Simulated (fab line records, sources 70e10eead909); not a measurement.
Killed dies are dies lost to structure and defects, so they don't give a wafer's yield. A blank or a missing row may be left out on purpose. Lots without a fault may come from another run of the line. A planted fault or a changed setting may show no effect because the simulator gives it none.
Problem report in the 8D (eight disciplines) form, filled by code | flow nand_harc | the parts of the form that need people (team, actions taken, sign-off) are left out

1. THE PROBLEM
thk_nm at NHARC_A_ONON_D1_THK_MEAS_27 reads a mean of 953 nm on 6 wafers of 2 lots; wafers without a fault read 1002 nm with a standard deviation of 10. That is -4.9 standard deviations from the usual mean.
The step: measures by ellipsometry.
First seen on wafer L561.3, day 16 05:08, on film_metro-02. The record holds 42 wafers of 14 lots with a number at this step. Rule for "out", or "out of limits": more than 4 standard deviations from the usual mean. The other wafers with a number count as sound.

2. WHAT IT IS AND WHAT IT IS NOT
question                    | is                           | is not
which readings at this step | thk_nm                       | -
which lots                  | L561, L563                   | L542, L543, L544, L546, L547, L548, L549, L550, L551, L552, L553, L556
which wafers of those lots  | all that have a number       | -
read on which gauges        | film_metro-01, film_metro-02 | -
when                        | from day 16 05:08            | up to then (36 sound wafers)

3. SUSPECTS, AND WHAT RULES EACH OUT
Counting: a tool at a process step up to the reading stays a suspect if it ran every lot that is out and no sound lot after the first of them.
- the gauge at NHARC_A_ONON_D1_THK_MEAS_27: ruled out. The wafers that are out were read on 2 gauges (film_metro-01, film_metro-02).
- pecvd_onon-02 at NHARC_A_ONON_D1_DEP_25 (target thk 1000 nm): kept. It ran every lot that is out, first L561 (day 16 04:44), and no sound lot after that; its last sound lot up to then is L551 (day 12 13:56).
Left after counting: pecvd_onon-02 at NHARC_A_ONON_D1_DEP_25.

4. THE CAUSE (what the simulator had put in)
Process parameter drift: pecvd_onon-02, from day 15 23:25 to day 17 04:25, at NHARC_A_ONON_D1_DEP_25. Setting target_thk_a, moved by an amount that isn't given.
Counting left only this tool.

5. THE CHAIN OF EFFECTS, in route order
Each row: a reading whose mean over the struck wafers that have a number lies more than 3 standard deviations from the usual. Only readings for which the record gives a usual standard deviation are gone through. hours: the time from each lot's start at the first step in this table that gives one to its start at this step, as a median over the lots. sigmas: the change in usual standard deviations.
hours | step                        | reading | usual   | on struck wafers | change | sigmas
0     | NHARC_A_ONON_D1_THK_MEAS_27 | thk_nm  | 1002 nm | 953              | -49    | -4.9

6. WHAT WOULD HAVE CAUGHT IT SOONER
In this record the first reading out of limits at a measuring or inspecting step was taken at day 16 05:08, 6 hours after the fault began at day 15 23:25.
Of the tool readings at NHARC_A_ONON_D1_DEP_25 for which the record gives a usual standard deviation, none was out on any struck wafer, so an alarm limit of 4 standard deviations on them would not have fired.
Of the lots that are out (2), L563 began NHARC_A_ONON_D1_DEP_25 on pecvd_onon-02 after day 16 05:08. A hold on the tool at that time would have spared it.
